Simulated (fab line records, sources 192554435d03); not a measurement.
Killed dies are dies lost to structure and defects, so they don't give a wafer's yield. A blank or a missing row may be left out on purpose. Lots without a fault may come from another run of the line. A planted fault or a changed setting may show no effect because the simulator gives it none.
Problem report in the 8D (eight disciplines) form, filled by code | flow n5_finfet | the parts of the form that need people (team, actions taken, sign-off) are left out

1. THE PROBLEM
spin_speed_rpm at N5_BEOL_M1_COAT_76 reads a mean of 1616.8 rpm on 6 wafers of 2 lots; wafers without a fault read 1500.0 rpm with a standard deviation of 1. That is +99 or more standard deviations from the usual mean.
The step: time 60 s, resist thk 5 nm.
First seen on wafer L639.2, day 7 23:25, on litho_track-02. The record holds 30 wafers of 10 lots with a number at this step. Rule for "out", or "out of limits": more than 4 standard deviations from the usual mean. The other wafers with a number count as sound.

2. WHAT IT IS AND WHAT IT IS NOT
question                    | is                     | is not
which readings at this step | spin_speed_rpm         | plate_temp_C
which lots                  | L639, L644             | L633, L634, L635, L637, L638, L652, L654, L656
which wafers of those lots  | all that have a number | -
read on which tools         | litho_track-02         | litho_track-03
when                        | from day 7 23:25       | up to then (15 sound wafers); but 9 sound wafers of L652, L654, L656 came after

3. SUSPECTS, AND WHAT RULES EACH OUT
Counting: a tool at a process step up to the reading stays a suspect if it ran every lot that is out and no sound lot after the first of them.
- litho_track-02 at N5_BEOL_M1_COAT_76 (time 60 s, resist thk 5 nm): ruled out as a lasting fault. Sound lots L656 ran on it after its first lot that is out, L639 (day 7 23:25).
Left after counting: nothing in the record.

4. THE CAUSE (what the simulator had put in)
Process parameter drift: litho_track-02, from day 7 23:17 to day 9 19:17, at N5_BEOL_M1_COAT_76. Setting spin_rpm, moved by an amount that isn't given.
Counting ruled it out, wrongly.

5. THE CHAIN OF EFFECTS, in route order
Each row: a reading whose mean over the struck wafers that have a number lies more than 3 standard deviations from the usual. Only readings for which the record gives a usual standard deviation are gone through. hours: the time from each lot's start at the first step in this table that gives one to its start at this step, as a median over the lots. sigmas: the change in usual standard deviations.
hours | step               | reading        | usual      | on struck wafers | change | sigmas
0     | N5_BEOL_M1_COAT_76 | spin_speed_rpm | 1500.0 rpm | 1616.8           | +116.8 | +99 or more
The process steps in it:
- N5_BEOL_M1_COAT_76: time 60 s, resist thk 5 nm.
Later measuring or inspecting steps at which every struck wafer that the step has a row for has a number for every such reading, and none has moved that far: N5_BEOL_M4_RC_MEAS_101.

6. WHAT WOULD HAVE CAUGHT IT SOONER
In this record the first reading out of limits was taken at day 7 23:25, 0 hours after the fault began at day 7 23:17.
